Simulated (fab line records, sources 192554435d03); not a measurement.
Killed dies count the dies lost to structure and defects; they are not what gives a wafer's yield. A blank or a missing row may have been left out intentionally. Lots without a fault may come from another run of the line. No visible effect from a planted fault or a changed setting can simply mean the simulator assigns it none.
Matching of chambers -- flow n5Finfet -- N5_HKMG_FIN_CMP_23 on cmp-01 has 4 sister chambers
The step polishes, stops on SiNx, t overpolish 10 s, target thk 46.326 nm. 8 wafers are shown with their chamber, then 9 later ones without.

## WAFERS WITH THEIR CHAMBER
wafer,chamber,motorCurrentA (A),timeToEndpointS (s)
L084.1,0,14.2,16
L084.5,3,13.5,16
L085.4,1,10.9,11
L085.5,1,10.1,12
L085.6,2,10.8,16
L087.1,3,13.4,16
L087.2,2,11.1,11
L087.3,0,13.5,14

## WAFERS WITH NO CHAMBER GIVEN
wafer,motorCurrentA (A),timeToEndpointS (s)
L088.1,11.3,8
L088.2,10.7,6
L088.3,12.2,12
L089.1,11.5,7
L089.3,11.3,9
L089.4,13.2,16
L095.3,13.5,16
L095.5,13.1,14
L095.6,13.8,18

## WHICH CHAMBER EACH WENT THROUGH
wafer,from the rows above,in truth
L088.1,can't be placed: 1 or 2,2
L088.2,can't be placed: 1 or 2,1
L088.3,can't be placed: 2 or 3 or 1 or 0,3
L089.1,can't be placed: 1 or 2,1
L089.3,can't be placed: 1 or 2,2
L089.4,can't be placed: 3 or 0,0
L095.3,can't be placed: 3 or 0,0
L095.5,can't be placed: 3 or 0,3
L095.6,can't be placed: 3 or 0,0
Placed correctly: 0 of 9. These rows do not allow placing 9 (true chamber among the candidates in 9). Placed wrongly: 0.
How it was worked out, from the rows above alone: a wafer's distance from a chamber is the root of the sum, over the readings, of the square of ((its reading less the chamber's mean) divided by the reading's scatter). If the next closest chamber is less than 2 further off than the closest, the wafer can't be placed; otherwise it belongs to the closest. The mean given for a chamber averages the wafers shown for that chamber. How the scatter is found: for the shown wafers, subtract from each reading the mean of its chamber, square and add these, divide the total by (wafers less chambers), then take the root.
